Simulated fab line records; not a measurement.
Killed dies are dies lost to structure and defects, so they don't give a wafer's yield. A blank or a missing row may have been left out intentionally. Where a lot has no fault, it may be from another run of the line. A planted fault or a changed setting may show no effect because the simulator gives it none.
Matching of chambers || flow n5-finfet || N5_BEOL_M0_CO_CAP_123 on cvd-co-01 has 3 sister chambers
The step material Co, precursor CCTBA/H2, target thk 2 nm, time 102.1 s. 6 wafers are shown with their chamber, then 12 later ones without.

== WAFERS WITH THEIR CHAMBER ==
{"wafer": "L081.4", "chamber": 0, "heater-power-w (W)": 215}
{"wafer": "L086.1", "chamber": 0, "heater-power-w (W)": 215}
{"wafer": "L088.1", "chamber": 2, "heater-power-w (W)": 232}
{"wafer": "L091.1", "chamber": 1, "heater-power-w (W)": 197}
{"wafer": "L091.3", "chamber": 2, "heater-power-w (W)": 232}
{"wafer": "L091.4", "chamber": 1, "heater-power-w (W)": 201}

== WAFERS WHOSE CHAMBER IS MISSING ==
{"wafer": "L092.2", "heater-power-w (W)": 200}
{"wafer": "L092.4", "heater-power-w (W)": 203}
{"wafer": "L092.6", "heater-power-w (W)": 226}
{"wafer": "L094.2", "heater-power-w (W)": 222}
{"wafer": "L094.3", "heater-power-w (W)": 208}
{"wafer": "L094.5", "heater-power-w (W)": 199}
{"wafer": "L095.1", "heater-power-w (W)": 197}
{"wafer": "L095.2", "heater-power-w (W)": 212}
{"wafer": "L095.4", "heater-power-w (W)": 233}
{"wafer": "L096.2", "heater-power-w (W)": 212}
{"wafer": "L096.3", "heater-power-w (W)": 198}
{"wafer": "L096.4", "heater-power-w (W)": 213}

== WHICH CHAMBER EACH WENT THROUGH ==
{"wafer": "L092.2", "from the rows above": 1, "in truth": 1}
{"wafer": "L092.4", "from the rows above": 1, "in truth": 1}
{"wafer": "L092.6", "from the rows above": 2, "in truth": 2}
{"wafer": "L094.2", "from the rows above": "can't be placed: 0 or 2", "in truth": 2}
{"wafer": "L094.3", "from the rows above": "can't be placed: 0 or 1", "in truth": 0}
{"wafer": "L094.5", "from the rows above": 1, "in truth": 1}
{"wafer": "L095.1", "from the rows above": 1, "in truth": 1}
{"wafer": "L095.2", "from the rows above": 0, "in truth": 0}
{"wafer": "L095.4", "from the rows above": 2, "in truth": 2}
{"wafer": "L096.2", "from the rows above": 0, "in truth": 0}
{"wafer": "L096.3", "from the rows above": 1, "in truth": 1}
{"wafer": "L096.4", "from the rows above": 0, "in truth": 0}
Correct placement for 10 of the 12. From these rows, 2 cannot be placed; in 2 the true chamber is one of the candidates. Wrongly placed: 0.
How it was worked out, from the rows above alone: a wafer's distance from a chamber is the root of the sum, over the readings, of the square of ((its reading less the chamber's mean) divided by the reading's scatter). The wafer belongs to the nearest chamber; if the next one is less than 2 further off, it can't be placed. A chamber's mean is the mean of its shown wafers. The scatter: the root of (the sum of the squares of (reading less its chamber's mean) over the shown wafers, divided by (wafers less chambers)).
